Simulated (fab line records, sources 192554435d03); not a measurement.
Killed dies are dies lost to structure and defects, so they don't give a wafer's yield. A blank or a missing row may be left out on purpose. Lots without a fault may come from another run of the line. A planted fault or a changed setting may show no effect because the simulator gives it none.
Which tool did it? | flow n5_finfet | 12 lots, 35 wafers sampled, at 3 steps of a route of 1938

WHAT THE GAUGES READ, wafer by wafer
N5_PASSIVATION_OVL_MEAS_66. Usual: PASS_OPEN_OVL 3 nm, standard deviation 5.8.
lot  | measured     | on         | PASS_OPEN_OVL (nm) | flag
L330 | day 12 08:50 | overlay-02 | 1 1 -1             |
L331 | day 12 04:36 | overlay-01 | -6 5 -5            |
L333 | day 12 22:02 | overlay-01 | 5 0 2              |
L340 | day 15 08:13 | overlay-02 | 0 1 6              |
L341 | day 14 21:43 | overlay-01 | 2 7 -6             |
L342 | day 15 15:47 | overlay-02 | 0 -1 -4            |
L344 | day 16 22:36 | overlay-02 | 6 6 1              |
L345 | day 16 09:56 | overlay-02 | 0 1 -1             |
L347 | day 17 12:47 | overlay-01 | 1 -1               |
L350 | day 17 23:34 | overlay-01 | 16 7 14            |
L351 | day 19 02:37 | overlay-02 | 4 10 12            |
L352 | day 19 02:24 | overlay-02 | 17 12 -2           |

WHICH TOOL RAN EACH LOT (tool, then ch and the chambers of the sampled wafers, then the start)
lot  | N5_HKMG_FIN_ETCH_35               | N5_PASSIVATION_ETCH_59
L330 | rie_diel-06 ch 0,1,2, day 4 14:40 | rie_metal-02 ch 0,1, day 12 07:32
L331 | rie_diel-06 ch 0,1, day 4 20:10   | rie_metal-02 ch 0,1, day 12 03:16
L333 | rie_diel-05 ch 1,2, day 5 05:25   | rie_metal-01 ch 0, day 12 20:42
L340 | rie_diel-06 ch 0,1, day 6 23:50   | rie_metal-01 ch 0,1, day 15 06:52
L341 | rie_diel-06 ch 1,2,3, day 7 04:53 | rie_metal-02 ch 0,1, day 14 20:32
L342 | rie_diel-06 ch 0,3, day 7 10:14   | rie_metal-02 ch 0,1, day 15 14:29
L344 | rie_diel-05 ch 2,3, day 8 00:35   | rie_metal-03 ch 1, day 16 21:17
L345 | rie_diel-05 ch 0,3, day 8 03:26   | rie_metal-02 ch 1, day 16 08:36
L347 | rie_diel-05 ch 2,3, day 8 16:29   | rie_metal-01 ch 1, day 17 11:23
L350 | rie_diel-05 ch 0,2,3, day 9 09:46 | rie_metal-02 ch 0,1, day 17 22:04
L351 | rie_diel-06 ch 0,2, day 9 16:34   | rie_metal-03 ch 0,1, day 19 01:17
L352 | rie_diel-06 ch 0,3, day 9 23:11   | rie_metal-02 ch 0,1, day 19 01:11
- N5_HKMG_FIN_ETCH_35: etches SOC in N2/H2, target depth 215.8 nm, time 243.4 s.
- N5_PASSIVATION_ETCH_59: etches TaN in Cl2/BCl3, target depth 65 nm, time 34.9 s.

WHAT THE TOOLS THEMSELVES READ (means of the sampled wafers that have a number; where no wafer has one, the mark that the record gives instead)
N5_HKMG_FIN_ETCH_35. Usual: bias_w 5.000 W, standard deviation 0.015; chamber_pressure_mTorr 29.997 mTorr, standard deviation 0.028; drypump_motor_current_A 5.8 A, standard deviation 0.63; oes_product_au 0.79 a.u., standard deviation 0.09; rf_fwd_power_W 2991 W, standard deviation 9.9; rf_vpp_V 141.3 V, standard deviation 1.1; showerhead_plenum_p_Torr 2.50 Torr, standard deviation 0.084; throttle_valve_pct 17.8 %, standard deviation 0.37.
lot  | tool        | bias_w (W) | chamber_pressure_mTorr (mTorr) | drypump_motor_current_A (A) | oes_product_au (a.u.) | rf_fwd_power_W (W) | rf_vpp_V (V) | showerhead_plenum_p_Torr (Torr) | throttle_valve_pct (%) | flag
L330 | rie_diel-06 | 5.008      | 29.982                         | 5.7                         | 0.69                  | 2991               | 140.0        | 2.44                            | 18.0                   |
L331 | rie_diel-06 | 4.998      | 30.004                         | 5.2                         | 0.73                  | 2990               | 140.7        | 2.42                            | 18.1                   |
L333 | rie_diel-05 | 5.000      | 30.013                         | 6.5                         | 0.81                  | 2996               | 141.2        | 2.52                            | 17.8                   |
L340 | rie_diel-06 | 4.991      | 29.950                         | 5.6                         | 0.70                  | 2995               | 140.8        | 2.40                            | 17.8                   |
L341 | rie_diel-06 | 4.993      | 29.996                         | 6.2                         | 0.79                  | 2993               | 140.5        | 2.51                            | 17.8                   |
L342 | rie_diel-06 | 4.992      | 30.020                         | 5.4                         | 0.73                  | 2990               | 140.6        | 2.50                            | 18.3                   |
L344 | rie_diel-05 | 5.003      | 30.008                         | 6.0                         | 0.75                  | 2990               | 141.7        | 2.51                            | 17.8                   |
L345 | rie_diel-05 | 4.996      | 30.007                         | 5.6                         | 0.79                  | 2992               | 141.3        | 2.46                            | 17.6                   |
L347 | rie_diel-05 | 4.995      | 30.006                         | 5.8                         | 0.76                  | 2994               | 141.6        | 2.50                            | 17.6                   |
L350 | rie_diel-05 | 4.998      | 29.989                         | 5.8                         | 0.75                  | 2990               | 139.9        | 2.48                            | 17.7                   |
L351 | rie_diel-06 | 4.997      | 29.986                         | 5.3                         | 0.77                  | 2990               | 141.6        | 2.44                            | 18.2                   |
L352 | rie_diel-06 | 4.995      | 30.012                         | 5.4                         | 0.71                  | 2996               | 141.2        | 2.49                            | 18.3                   |

N5_PASSIVATION_ETCH_59. Usual: bias_w 100.0 W, standard deviation 0.31; chamber_pressure_mTorr 10.000 mTorr, standard deviation 0.0088; drypump_motor_current_A 5.94 A, standard deviation 0.26; oes_product_au 0.79 a.u., standard deviation 0.079; rf_fwd_power_W 895.1 W, standard deviation 2.8; throttle_valve_pct 21.13 %, standard deviation 0.13.
lot  | tool         | bias_w (W) | chamber_pressure_mTorr (mTorr) | drypump_motor_current_A (A) | oes_product_au (a.u.) | rf_fwd_power_W (W) | throttle_valve_pct (%) | flag
L330 | rie_metal-02 | 99.8       | 10.010                         | 5.59                        | 0.84                  | 892.8              | 21.10                  |
L331 | rie_metal-02 | 99.9       | 10.003                         | 5.70                        | 0.83                  | 896.3              | 21.09                  |
L333 | rie_metal-01 | 100.1      | 10.002                         | 6.16                        | 0.69                  | 896.8              | 21.16                  |
L340 | rie_metal-01 | 99.9       | 9.992                          | 6.07                        | 0.87                  | 893.9              | 21.25                  |
L341 | rie_metal-02 | 99.9       | 9.991                          | 5.59                        | 0.81                  | 895.0              | 21.13                  |
L342 | rie_metal-02 | 100.1      | 9.997                          | 5.58                        | 0.80                  | 895.1              | 21.13                  |
L344 | rie_metal-03 | 100.1      | 9.999                          | 6.03                        | 0.69                  | 893.3              | 20.96                  |
L345 | rie_metal-02 | 99.8       | 9.991                          | 5.48                        | 0.80                  | 894.4              | 21.15                  |
L347 | rie_metal-01 | 100.6      | 10.000                         | 6.00                        | 0.90                  | 894.0              | 21.33                  |
L350 | rie_metal-02 | 99.8       | 9.995                          | 5.70                        | 0.79                  | 895.7              | 21.13                  |
L351 | rie_metal-03 | 99.8       | 10.001                         | 6.17                        | 0.76                  | 894.1              | 21.14                  |
L352 | rie_metal-02 | 99.9       | 10.000                         | 5.71                        | 0.78                  | 894.0              | 21.14                  |

THE ANSWER, worked out from the rows above alone
Rule: a lot is off if the mean of its wafers that have a number lies more than 3 standard deviations from the usual mean. A lot without any number at a reading at which 4 lots or more have one is off too. The other lots that the step has rows for count as sound. The gauges are gone through in route order, then the tools' own readings, and for those a lot's mean is taken as printed above. The first step at which some lot is off is used, and at that step the reading that is off furthest; a lot without a number counts as furthest.
No lot is off at any reading shown: from this, nothing can be told.

WHAT THE SIMULATOR HAD PUT IN
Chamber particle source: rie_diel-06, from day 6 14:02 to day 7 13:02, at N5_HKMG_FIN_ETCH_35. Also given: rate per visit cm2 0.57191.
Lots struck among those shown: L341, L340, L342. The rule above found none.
